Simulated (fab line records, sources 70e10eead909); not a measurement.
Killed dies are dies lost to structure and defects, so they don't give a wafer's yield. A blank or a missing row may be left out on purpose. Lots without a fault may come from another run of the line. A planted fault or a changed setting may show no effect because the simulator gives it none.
A struck lot beside a sound one | flow nand_harc | 14 steps out of a route of 1159
Sound: wafers L624.2, L624.4, L624.5. Struck: wafer L632.2. (L632.4 of the same lot was not struck and is left out.) The cause comes at the end.
At each step with rows: each side's tool, then ch and its chambers, then its first start. Under that, the readings that differ: sound wafers | struck wafers | difference of the means | sigmas: that difference in standard deviations of wafers without a fault.
alike: readings whose means differ by less than 2 such deviations, and words and numbers that are the same on both sides. not compared: withheld readings, readings that some wafer has no value for, bounds like >300 that may hide the same value, and numbers for which the record gives no deviation and whose values overlap.
The two part at a step that has a row with sigmas, a row that says differs or no value, or rows on one side only. Numbers that don't overlap but have no deviation are shown without sigmas and don't part them. A reading that every wafer of one side lacks parts them only if that side has two wafers or more.

NHARC_P_BONDPAD_INSPECT_23:
  sound on defect_inspect-02, day 7 17:37; struck on defect_inspect-01, day 9 21:07
  alike: raw_defect_count
NHARC_P_BONDPAD_ACTIVATE_29: chemistry N2, time 60 s.
  sound on rie_diel-04 ch 0,1,3, day 7 17:43; struck on rie_diel-01 ch 2, day 9 21:10
  reading                     | sound          | struck | difference | sigmas
  drypump_motor_current_A (A) | 6.3 5.9 5.9    | 5.2    | -0.8       | -2
  rf_vpp_V (V)                | 63.1 64.1 64.6 | 65.6   | +1.7       | +2
  alike: oes_product_au, showerhead_plenum_p_Torr
  not compared: rf_hours_counter_h
then, 2 steps without rows for these wafers: NHARC_P_BONDPAD_PRECLEAN_30 (cleans in DIW, time 300 s); NHARC_P_BONDPAD_SRD_31 (time 30 s, dry time 20 s).
NHARC_A_START_INSPECT_01:
  sound on defect_inspect-02, day 7 18:05; struck on defect_inspect-01, day 9 21:34
  alike: raw_defect_count
then, 6 steps without rows for these wafers: NHARC_A_ZERO_WELL_PRECLEAN_00 (cleans in SPM, time 600 s); NHARC_A_ZERO_WELL_SRD_01; NHARC_A_ZERO_WELL_DEHYDRATE_02 (time 120 s); NHARC_A_ZERO_WELL_HMDS_03 (time 30 s); NHARC_A_ZERO_WELL_COAT_18 (time 65 s); NHARC_A_ZERO_WELL_COAT_04 (resist thk 600 nm).
NHARC_A_ZERO_WELL_SOFTBAKE_05: time 70 s.
  sound on litho_track-07 ch 0, day 7 18:00; struck on litho_track-07 ch 0, day 9 21:00
  reading                  | sound             | struck | difference | sigmas
  heater_power_total_W (W) | 202.6 199.0 199.6 | 228.8  | +28.4      | +20
then, 1 step without rows for these wafers: NHARC_A_ZERO_WELL_EBR_06.
-- the record jumps here: 12 days lie between the struck wafers' starts before and after (it left off in module A_ZERO_WELL and takes up again in module END, whose first step shown is number 1159 of the route) --
NHARC_END_SORT_01:
  the record has rows for the struck wafers here (prober-01 ch 0, day 22 04:32) and none for the sound ones

WHERE THEY PART
First at NHARC_P_BONDPAD_ACTIVATE_29; last, within this record, at NHARC_END_SORT_01.

WHY: what the simulator had put in
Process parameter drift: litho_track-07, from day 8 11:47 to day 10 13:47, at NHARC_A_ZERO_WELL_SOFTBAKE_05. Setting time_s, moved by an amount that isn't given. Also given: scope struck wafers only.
